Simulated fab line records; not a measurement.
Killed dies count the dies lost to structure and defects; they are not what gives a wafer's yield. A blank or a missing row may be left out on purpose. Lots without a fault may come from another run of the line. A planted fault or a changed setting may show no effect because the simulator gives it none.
fab line records    flow n5Finfet    part 1 of 2: steps 1 to 40 of 44
record: lots: 5  wafers: 14  lastDay: 19
route steps=1938 shown BEOL_M8@1338 PASSIVATION@1936
lots that met no fault: taken from a fault-free run of the same line
startH: the number of hours between the record's first day and the start of the first shown wafer of the lot    waitH: hours from the lot's prior step to this one    " the same as in the row above    L1.1+2: several wafers, shown together as one row    - no value, or no start given    * or withheld: withheld    < > ~ a bound
route shown NAME@n: a module of which the file shows steps, and the number in the route of the first    usual: mean/standard deviation of fault-free wafers    same: alike in all rows    chamber/n: place in a boat    sites: per-site readings    _std_site: how widely they spread, as a standard deviation    _edge_site: mean of outer sites minus mean of inner sites    radiusMm: for every site, how far away it sits from the centre of the wafer    mask NAME#n: copy n    behind: the tool/chamber that last shaped the wafer    hold: cause of the lot's hold/its duration in hours/its outcome    device: names the non-switching transistor (n, p or np)    end of line: tests of these same wafers at the route's end    a step given without rows: its recipe and nothing more    killed: the dies lost at the first sort to structure and to defects; this is not the yield of the wafer    map: shows each die of a wafer: x if killed, . if not, _ if none is there
set.NAME: the setting the step ran with; set.NAME@STEP: the setting that earlier step ran with    model.NAME: the simulator's own value behind a step, which no gauge read
a table for each step, a row for each wafer; lots at some steps of the route
services: from which hour (startH, from the record's first day; less than 0 if before it) a tool's chamber was out of use, for how many hours, and why
== steps ==
step: N5_BEOL_M8_COAT_60
recipe: resist: SiARC  tempC: 220  timeS: 60  spinRpm: 1500  resistThkNm: 35
step: N5_BEOL_M8_COAT_05
recipe: resist: CAR-ArF  spinRpm: 1500  resistThkNm: 90
step: N5_BEOL_M8_EBR_07
recipe: solvent: PGMEA  ebrWidthMm: 1.5
step: N5_BEOL_M8_SOFTBAKE_06
recipe: tempC: 110  timeS: 60  resist: CAR-ArF
step: N5_BEOL_M8_EXPOSE_08
recipe: maskId: M8  na: 1.35  sourceShape: dipole  sigmaInner: 0.817  sigmaOuter: 0.97  polarization: te  doseMj: 68.25
step: N5_BEOL_M8_PEB_09
recipe: pebTempC: withheld  pebTimeS: 60  resist: CAR-ArF
step: N5_BEOL_M8_DEVELOP_10
recipe: developTimeS: 30  developer: TMAH  resist: CAR-ArF  rinseLiquid: diw  dry: airSpin  devTempC: 23
step: N5_BEOL_M8_CD_MEAS_11
recipe: targetCdNm: 38.5  landingEnergyEv: 500  detector: seInlens  polarity: opening
usual: cdNm: 38.5/0.44
lot.wafer  tool      chamber  startH  waitH  cdNm
L844.1     cdSem-02  0        233.77  -      38.8
L844.2     "         0        "       "      38.3
L844.4     "         0        "       "      38.2
L848.1     cdSem-03  0        271.56  -      38.2
L848.4     "         0        "       "      38.6
L848.6     "         0        "       "      38.9
L855.1     cdSem-03  0        311.13  -      38.3
L855.3     "         0        "       "      38.4
L855.4     "         0        "       "      38.2
L858.1     cdSem-02  0        320.27  -      38.9
L858.6     "         0        "       "      39.3
L864.2     cdSem-03  0        378.84  -      38.7
L864.3     "         0        "       "      37.3
L864.4     "         0        "       "      38.0
step: N5_BEOL_M8_OVL_MEAS_12
recipe: pointsPerWafer: 44
usual: M8_OVL: 0.1/0.65
lot.wafer  tool        chamber  startH  waitH  M8_OVL[nm]
L844.1     overlay-02  0        233.80  0.0    0.6
L844.2     "           0        "       "      0.8
L844.4     "           0        "       "      0.3
L848.1     overlay-01  0        271.59  0.0    0.7
L848.4     "           0        "       "      0.1
L848.6     "           0        "       "      -0.9
L855.1     overlay-02  0        311.16  0.0    0.2
L855.3     "           0        "       "      0.1
L855.4     "           0        "       "      -0.2
L858.1     overlay-01  0        320.31  0.0    1.2
L858.6     "           0        "       "      0.5
L864.2     overlay-01  0        378.87  0.0    1.1
L864.3     "           0        "       "      -0.8
L864.4     "           0        "       "      0.0
step: N5_BEOL_M8_INSPECT_13
recipe: mode: adi  inspectInstrument: brightfield
usual: rawDefectCount: 407/79
lot.wafer  tool              chamber  startH  waitH  rawDefectCount
L844.1     defectInspect-02  -        233.82  0.0    442
L844.2     "                 -        "       "      501
L844.4     "                 -        "       "      466
L848.1     defectInspect-02  -        271.61  0.0    422
L848.4     "                 -        "       "      386
L848.6     "                 -        "       "      317
L855.1     defectInspect-01  -        311.19  0.0    412
L855.3     "                 -        "       "      529
L855.4     "                 -        "       "      410
L858.1     defectInspect-01  -        320.33  0.0    533
L858.6     "                 -        "       "      492
L864.2     defectInspect-02  -        378.90  0.0    314
L864.3     "                 -        "       "      354
L864.4     "                 -        "       "      304
step: N5_BEOL_M8_DESCUM_16
recipe: chemistry: O2  timeS: 7.9  sourcePowerW: 50  biasPowerW: 20  pressureMtorr: 20  rfFrequencyHz: 2.712e+07  tempC: 40  resist: CAR-ArF  o2FlowSccm: 225
usual: drypumpMotorCurrentA: 5.74/0.26  oesProductAu: 0.83/0.069  rfVppV: 243.5/1.3  showerheadPlenumPTorr: 2.11/0.06  throttleValvePct: 20.24/0.25
lot.wafer  tool        chamber  startH  waitH  drypumpMotorCurrentA  oesProductAu  rfHoursCounterH  rfVppV  showerheadPlenumPTorr  throttleValvePct
L844.1     rieDiel-04  3        234.13  0.3    6.04                  0.86          61               245.7   2.22                   20.46
L844.2     "           2        "       "      5.45                  0.67          235              241.9   1.97                   20.93
L844.4     "           1        "       "      6.04                  0.92          25               243.2   2.12                   20.22
L848.1     rieDiel-05  3        271.77  0.2    5.88                  0.91          17               241.5   2.05                   20.27
L848.4     "           0        "       "      5.60                  0.75          148              243.1   2.11                   20.29
L848.6     "           3        "       "      5.94                  0.91          -                243.1   2.05                   20.26
L855.1     rieDiel-06  0        313.07  1.9    5.59                  0.81          96               244.6   2.19                   20.47
L855.3     "           2        "       "      5.76                  0.81          88               244.5   2.20                   20.05
L855.4     "           3        "       "      5.26                  0.90          39               243.4   2.11                   19.79
L858.1     rieDiel-05  3        321.44  1.1    5.92                  0.86          41               242.5   2.04                   20.30
L858.6     "           1        "       "      5.81                  0.82          -                244.7   2.11                   19.86
L864.2     rieDiel-06  3        378.93  0.0    5.26                  0.86          63               244.0   2.11                   19.81
L864.3     "           2        "       "      5.73                  0.79          111              243.8   2.19                   20.08
L864.4     "           1        "       "      5.62                  0.76          148              241.7   2.01                   20.32
step: N5_BEOL_M8_ETCH_61
recipe: chemistry: CF4  target: SiARC  targetDepthA: 455  maskMaterial: CAR-ArF  timeS: 75.8  ionEnergyEv: 80  pressureMtorr: 40  sourceW: 545  biasW: 36  Ar_flow_sccm: 100  cf4FlowSccm: 100  ends: cleared
step: N5_BEOL_M8_ETCH_62
recipe: chemistry: N2/H2  target: SOC  targetDepthA: 1100  overetchA: 220  maskMaterial: SiARC  tempC: 40  timeS: 165  ionEnergyEv: 200  pressureMtorr: 30  sourceW: 840  biasW: 150  n2FlowSccm: 200  h2FlowSccm: 200
usual: drypumpMotorCurrentA: 5.74/0.26  oesProductAu: 0.70/0.057  rfVppV: 524.5/2.2  showerheadPlenumPTorr: 2.57/0.075  throttleValvePct: 17.68/0.26
lot.wafer  tool        chamber  startH  waitH  drypumpMotorCurrentA  oesProductAu  rfHoursCounterH  rfVppV  showerheadPlenumPTorr  throttleValvePct  model.SiARC_of_BEOL_M8_COAT_60.thkNm  model.BEOL_M8.cdOffsetNm
L844.1     rieDiel-04  3        234.22  0.0    6.05                  0.72          61               527.4   2.70                   17.81             28.2                                  -0.2
L844.2     "           2        "       "      5.46                  0.57          235              519.2   2.41                   18.41             28.6                                  -0.2
L844.4     "           1        "       "      6.03                  0.77          25               526.1   2.59                   17.66             28.4                                  -0.6
L848.1     rieDiel-05  3        271.86  0.0    5.89                  0.78          17               523.5   2.50                   17.83             28.6                                  0
L848.4     "           0        "       "      5.54                  0.64          148              524.5   2.54                   17.55             28.4                                  0.2
L848.6     "           3        "       "      5.93                  0.77          -                522.7   2.50                   17.82             28.6                                  0.8
L855.1     rieDiel-06  0        313.16  0.0    5.61                  0.68          96               529.5   2.69                   17.94             28.4                                  0
L855.3     "           2        "       "      5.77                  0.69          88               528.2   2.67                   17.39             28                                    0.2
L855.4     "           3        "       "      5.27                  0.76          39               526.3   2.58                   17.38             28.2                                  0
L858.1     rieDiel-05  3        321.53  0.0    5.92                  0.73          41               521.8   2.49                   17.86             26.6                                  1.8
L858.6     "           1        "       "      5.81                  0.71          -                525.8   2.57                   17.31             28.6                                  1
L864.2     rieDiel-06  3        379.02  0.0    5.28                  0.72          63               524.1   2.57                   17.41             28.4                                  -0.2
L864.3     "           2        "       "      5.77                  0.67          111              527.6   2.66                   17.45             28.2                                  -1
L864.4     "           1        "       "      5.62                  0.65          148              520.5   2.45                   17.85             28.2                                  -0.8
step: N5_BEOL_M8_STRIP_68
recipe: chemistry: N2/H2  tempC: 40  n2FlowSccm: 200  h2FlowSccm: 200  rfFrequencyHz: 6e+07
step: N5_BEOL_M8_STRIP_67
recipe: chemistry: CF4  resist: SiARC  powerW: 300  biasPowerW: 75  pressureMtorr: 50  cf4FlowSccm: 150  rfFrequencyHz: 6e+07
usual: drypumpMotorCurrentA: 5.73/0.26  oesProductAu: 0.83/0.067  rfVppV: 271.5/1.4  showerheadPlenumPTorr: 1.81/0.047  throttleValvePct: 13.41/0.21
lot.wafer  tool        chamber  startH  waitH  drypumpMotorCurrentA  oesProductAu  rfHoursCounterH  rfVppV  showerheadPlenumPTorr  throttleValvePct
L844.1     rieDiel-04  3        234.37  0.0    6.02                  0.84          61               272.9   1.89                   13.50
L844.2     "           2        "       "      5.46                  0.68          235              268.3   1.69                   14.03
L844.4     "           1        "       "      6.02                  0.90          25               272.1   1.81                   13.34
L848.1     rieDiel-05  3        272.00  0.0    5.91                  0.91          17               269.0   1.78                   13.40
L848.4     "           0        "       "      5.56                  0.76          148              270.2   1.79                   13.40
L848.6     "           3        "       "      5.91                  0.91          -                271.3   1.77                   13.42
L855.1     rieDiel-06  0        313.30  0.0    5.59                  0.79          96               274.4   1.89                   13.67
L855.3     "           2        "       "      5.75                  0.81          88               271.1   1.88                   13.28
L855.4     "           3        "       "      5.26                  0.90          39               272.9   1.82                   13.10
L858.1     rieDiel-05  3        321.68  0.0    5.93                  0.87          41               269.3   1.77                   13.46
L858.6     "           1        "       "      5.81                  0.83          -                272.1   1.82                   13.18
L864.2     rieDiel-06  3        379.17  0.0    5.26                  0.86          63               271.6   1.82                   13.12
L864.3     "           2        "       "      5.75                  0.78          111              273.1   1.88                   13.31
L864.4     "           1        "       "      5.60                  0.77          148              271.1   1.74                   13.53
step: N5_BEOL_M8_HM_OPEN_17
recipe: chemistry: Cl2/BCl3  targetDepthA: 200  overetchA: 60  target: TiN  maskMaterial: SOC  ionEnergyEv: 150  pressureMtorr: 10  icpW: 1000  biasW: 126  Cl2_flow_sccm: 53.25  bcl3FlowSccm: 21.75  Ar_flow_sccm: 25
usual: drypumpMotorCurrentA: 5.6/0.43  oesProductAu: 0.68/0.074  throttleValvePct: 22.02/0.22
lot.wafer  tool         chamber  startH  waitH  drypumpMotorCurrentA  oesProductAu  rfHoursCounterH  throttleValvePct  model.BEOL_M8.cdOffsetNm
L844.1     rieMetal-01  1        234.41  0.0    4.9                   0.53          118              22.42             -0.4
L844.2     "            0        "       "      6.1                   0.54          119              22.26             0
L844.4     "            1        "       "      4.9                   0.53          -                22.41             -0.8
L848.1     rieMetal-02  0        272.04  0.0    5.5                   0.72          20               22.15             0
L848.4     "            0        "       "      5.4                   0.71          -                22.17             0.2
L848.6     "            0        "       "      5.4                   0.72          -                22.14             0.8
L855.1     rieMetal-02  0        313.35  0.0    5.4                   0.70          24               22.16             0.2
L855.3     "            0        "       "      5.4                   0.70          -                22.16             0.2
L855.4     "            1        "       "      5.8                   0.65          -                21.80             0.2
L858.1     rieMetal-03  0        321.72  0.0    6.4                   0.69          35               22.25             1.6
L858.6     "            0        "       "      6.4                   0.67          -                22.26             1
L864.2     rieMetal-02  0        379.21  0.0    5.4                   0.68          30               22.19             0
L864.3     "            0        "       "      5.4                   0.68          -                22.19             -0.8
L864.4     "            1        "       "      5.8                   0.61          -                21.83             -0.4
step: N5_BEOL_M8_STRIP_19
recipe: chemistry: O2  powerW: 400  tempC: 40  pressureMtorr: 30  rfFrequencyHz: 6e+07  biasPowerW: 0  overashFraction: 0.2  o2FlowSccm: 225
usual: drypumpMotorCurrentA: 5.74/0.26  oesProductAu: 0.82/0.066  rfVppV: 3.7/0.53  showerheadPlenumPTorr: 2.11/0.065  throttleValvePct: 16.50/0.26
lot.wafer  tool        chamber  startH  waitH  drypumpMotorCurrentA  oesProductAu  rfHoursCounterH  rfVppV  showerheadPlenumPTorr  throttleValvePct
L844.1     rieDiel-04  2        234.57  0.1    5.44                  0.66          236              2.5     1.98                   17.16
L844.2     "           3        "       "      6.04                  0.87          61               3.4     2.23                   16.66
L844.4     "           1        "       "      6.03                  0.92          25               3.9     2.13                   16.48
L848.1     rieDiel-06  3        272.15  0.1    5.27                  0.93          23               4.1     2.12                   16.05
L848.4     "           0        "       "      5.59                  0.83          81               4.2     2.20                   16.69
L848.6     "           3        "       "      5.26                  0.92          -                4.0     2.12                   16.06
L855.1     rieDiel-05  3        313.85  0.5    5.88                  0.86          37               3.5     2.04                   16.50
L855.3     "           2        "       "      6.13                  0.78          124              3.9     2.09                   16.81
L855.4     "           1        "       "      5.82                  0.83          -                3.5     2.11                   16.18
L858.1     rieDiel-05  0        321.85  0.1    5.53                  0.74          164              3.8     2.11                   16.57
L858.6     "           1        "       "      5.81                  0.82          -                3.8     2.11                   16.17
L864.2     rieDiel-04  1        379.33  0.1    6.03                  0.84          65               3.8     2.11                   16.55
L864.3     "           2        "       "      5.46                  0.93          23               3.0     2.23                   16.70
L864.4     "           3        "       "      6.04                  0.82          107              3.9     2.21                   16.72
step: N5_BEOL_M8_CD_MEAS_18
recipe: pitchNm: 80  targetCdNm: 40
usual: cdNm: 40.1/0.51
lot.wafer  tool      chamber  startH  waitH  cdNm
L844.1     cdSem-03  -        234.65  0.1    39.7
L844.2     "         -        "       "      40.0
L844.4     "         -        "       "      39.3
L848.1     cdSem-01  -        272.22  0.0    39.9
L848.4     "         -        "       "      40.0
L848.6     "         -        "       "      40.8
L855.1     cdSem-02  -        313.92  0.0    40.0
L855.3     "         -        "       "      40.2
L855.4     "         -        "       "      40.1
L858.1     cdSem-01  -        321.93  0.1    41.6
L858.6     "         -        "       "      41.0
L864.2     cdSem-03  -        379.40  0.1    40.3
L864.3     "         -        "       "      39.4
L864.4     "         -        "       "      39.3
step: N5_BEOL_M8_COAT_63
recipe: resist: SOC  tempC: 250  timeS: 60  spinRpm: 1500  resistThkNm: 60
step: N5_BEOL_M8_COAT_64
recipe: resist: SiARC  tempC: 220  timeS: 60  spinRpm: 1500  resistThkNm: 12
step: N5_BEOL_M8_COAT_71
recipe: resist: underlayer  tempC: 205  timeS: 60  spinRpm: 1500  resistThkNm: 5
step: N5_BEOL_M8_COAT_22
recipe: resist: CAR-EUV  spinRpm: 1500  resistThkNm: 30
step: N5_BEOL_M8_EBR_24
recipe: solvent: PGMEA  ebrWidthMm: 1.5
step: N5_BEOL_M8_SOFTBAKE_23
recipe: tempC: 110  timeS: 60  resist: CAR-EUV
step: N5_BEOL_M8_EXPOSE_25
recipe: maskId: V7  na: 0.33  sourceShape: annular  sigmaInner: 0.4  sigmaOuter: 0.8  polarization: unpolarized  targetCdNm: 40  doseMj: 42.5
step: N5_BEOL_M8_PEB_26
recipe: pebTempC: 100  pebTimeS: 60  resist: CAR-EUV
step: N5_BEOL_M8_DEVELOP_27
recipe: developTimeS: 30  developer: TMAH  resist: CAR-EUV  rinseLiquid: surfactantRinse  dry: airSpin  devTempC: 23
step: N5_BEOL_M8_CD_MEAS_28
recipe: targetCdNm: 40  landingEnergyEv: 500  detector: seInlens
usual: cdNm: 40.03/0.23
lot.wafer  tool      chamber  startH  waitH  cdNm
L844.1     cdSem-02  0        235.75  -      40.35
L844.2     "         0        "       "      39.91
L844.4     "         0        "       "      40.07
L848.1     cdSem-01  0        274.78  -      40.12
L848.4     "         0        "       "      40.33
L848.6     "         0        "       "      40.27
L855.1     cdSem-02  0        314.23  -      39.76
L855.3     "         0        "       "      40.03
L855.4     "         0        "       "      40.17
L858.1     cdSem-03  0        322.36  -      40.19
L858.6     "         0        "       "      40.19
L864.2     cdSem-02  0        380.67  -      39.92
L864.3     "         0        "       "      40.10
L864.4     "         0        "       "      39.63
step: N5_BEOL_M8_OVL_MEAS_29
recipe: pointsPerWafer: 522
usual: V7_OVL: -0.2/0.64
lot.wafer  tool        chamber  startH  waitH  V7_OVL[nm]
L844.1     overlay-01  0        235.78  0.0    0.7
L844.2     "           0        "       "      -0.2
L844.4     "           0        "       "      0.1
L848.1     overlay-02  0        274.81  0.0    -0.4
L848.4     "           0        "       "      0.8
L848.6     "           0        "       "      -0.3
L855.1     overlay-02  0        314.26  0.0    0.4
L855.3     "           0        "       "      -0.9
L855.4     "           0        "       "      -0.7
L858.1     overlay-01  0        322.40  0.0    -0.8
L858.6     "           0        "       "      -1.1
L864.2     overlay-01  0        380.70  0.0    0.8
L864.3     "           0        "       "      0.1
L864.4     "           0        "       "      -0.4
step: N5_BEOL_M8_INSPECT_30
recipe: mode: adi  inspectInstrument: brightfield
usual: rawDefectCount: 410/78
lot.wafer  tool              chamber  startH  waitH  rawDefectCount
L844.1     defectInspect-02  -        235.84  0.1    464
L844.2     "                 -        "       "      477
L844.4     "                 -        "       "      441
L848.1     defectInspect-01  -        274.87  0.1    452
L848.4     "                 -        "       "      380
L848.6     "                 -        "       "      348
L855.1     defectInspect-02  -        314.32  0.1    410
L855.3     "                 -        "       "      542
L855.4     "                 -        "       "      394
L858.1     defectInspect-02  -        322.46  0.1    499
L858.6     "                 -        "       "      499
L864.2     defectInspect-01  -        380.75  0.0    329
L864.3     "                 -        "       "      357
L864.4     "                 -        "       "      318
step: N5_BEOL_M8_DESCUM_33
recipe: chemistry: O2  timeS: 7  sourcePowerW: 50  biasPowerW: 20  pressureMtorr: 20  rfFrequencyHz: 2.712e+07  tempC: 40  resist: CAR-EUV  o2FlowSccm: 225
step: N5_BEOL_M8_ETCH_72
recipe: chemistry: N2/H2  target: underlayer  targetDepthA: 65  maskMaterial: CAR-EUV  timeS: 5.2  ionEnergyEv: 200  pressureMtorr: 30  sourceW: 840  biasW: 150  n2FlowSccm: 200  h2FlowSccm: 200  ends: cleared
step: N5_BEOL_M8_ETCH_65
recipe: chemistry: CF4  target: SiARC  targetDepthA: 156  maskMaterial: CAR-EUV  timeS: 26  ionEnergyEv: 80  pressureMtorr: 40  sourceW: 545  biasW: 36  Ar_flow_sccm: 100  cf4FlowSccm: 100  ends: cleared
step: N5_BEOL_M8_ETCH_66
recipe: chemistry: N2/H2  target: SOC  targetDepthA: 800  overetchA: 160  maskMaterial: SiARC  tempC: 40  timeS: 120  ionEnergyEv: 200  pressureMtorr: 30  sourceW: 840  biasW: 150  n2FlowSccm: 200  h2FlowSccm: 200
step: N5_BEOL_M8_STRIP_69
recipe: chemistry: N2/H2  tempC: 40  n2FlowSccm: 200  h2FlowSccm: 200  rfFrequencyHz: 6e+07
step: N5_BEOL_M8_STRIP_73
recipe: chemistry: N2/H2  tempC: 40  n2FlowSccm: 200  h2FlowSccm: 200  rfFrequencyHz: 6e+07
step: N5_BEOL_M8_VIA_ETCH_34
recipe: chemistry: C4F6/O2  target: SiCOH_lowk  targetDepthA: 1255  maskMaterial: SOC  taperDeg: 4  timeS: 50.5  ionEnergyEv: 250  pressureMtorr: 30  sourceW: 345  biasW: 185  Ar_flow_sccm: 300  C4F6_flow_sccm: 10  O2_flow_sccm: 10
usual: drypumpMotorCurrentA: 5.73/0.25  oesProductAu: 0.84/0.063  rfVppV: 668/13  showerheadPlenumPTorr: 2.89/0.085  throttleValvePct: 20.77/0.22
lot.wafer  tool        chamber  startH  waitH  drypumpMotorCurrentA  oesProductAu  rfHoursCounterH  rfVppV  showerheadPlenumPTorr  throttleValvePct
L844.1     rieDiel-05  1        236.05  0.0    5.80                  0.88          35               666     2.90                   20.40
L844.2     "           2        "       "      6.12                  0.81          93               657     2.87                   21.10
L844.4     "           3        "       "      5.90                  0.94          8                649     2.82                   20.88
L848.1     rieDiel-05  3        275.08  0.0    5.91                  0.91          18               650     2.82                   20.90
L848.4     "           1        "       "      5.80                  0.86          47               663     2.90                   20.42
L848.6     "           1        "       "      5.81                  0.86          -                663     2.90                   20.43
L855.1     rieDiel-05  3        316.57  0.0    5.93                  0.86          38               649     2.81                   20.93
L855.3     "           2        "       "      6.15                  0.77          125              656     2.85                   21.12
L855.4     "           0        "       "      5.57                  0.73          160              665     2.83                   20.59
L858.1     rieDiel-04  2        322.76  0.0    5.45                  1.00          1                668     3.03                   20.97
L858.6     "           2        "       "      5.44                  1.00          -                668     3.03                   20.98
L864.2     rieDiel-06  3        380.97  0.0    5.27                  0.86          63               652     2.90                   20.51
L864.3     "           1        "       "      5.60                  0.77          148              677     2.75                   20.83
L864.4     "           2        "       "      5.72                  0.79          111              688     3.00                   20.72
step: N5_BEOL_M8_STRIP_76
recipe: chemistry: C4F6/O2  resist: SiARC  rfFrequencyHz: 6e+07
step: N5_BEOL_M8_STRIP_36
recipe: chemistry: N2/H2  powerW: 450  tempC: 40  pressureMtorr: 20  rfFrequencyHz: 6e+07  overashFraction: 0.3  biasPowerW: 7  h2Frac: 0.5  n2FlowSccm: 200  h2FlowSccm: 200
step: N5_BEOL_M8_TRENCH_ETCH_37
recipe: chemistry: C4F6/O2  targetDepthA: 934.78  target: SiCOH_lowk  timeS: 31.2  ionEnergyEv: 250  pressureMtorr: 30  sourceW: 345  biasW: 185  Ar_flow_sccm: 300  C4F6_flow_sccm: 10  O2_flow_sccm: 10
== key ==
firstSign: step: N5_BEOL_M8_CD_MEAS_35  reading: cdNm  direction: up  sigmas: 3.1  usual: 40.1  struck: 41.7
effect none on later readings
modelEffect: step: N5_BEOL_M8_ETCH_62  value: SiARC_of_BEOL_M8_COAT_60.thkNm  without: 28.8  struck: 26.6
modelEffect: step: N5_BEOL_M8_HM_OPEN_17  value: BEOL_M8.cdOffsetNm  without: 0.4  struck: 1.6
metAt N5_BEOL_M8_ETCH_62
struckWafers L858.1
onsetBetween 271.86 321.53
fault: kind: processParameterDrift  tool: rieDiel-05  chamber: -  onsetH: 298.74  steps: N5_BEOL_M8_ETCH_62  channel: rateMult  offset: 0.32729  shape: step  endH: 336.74  scope: struckWafersOnly
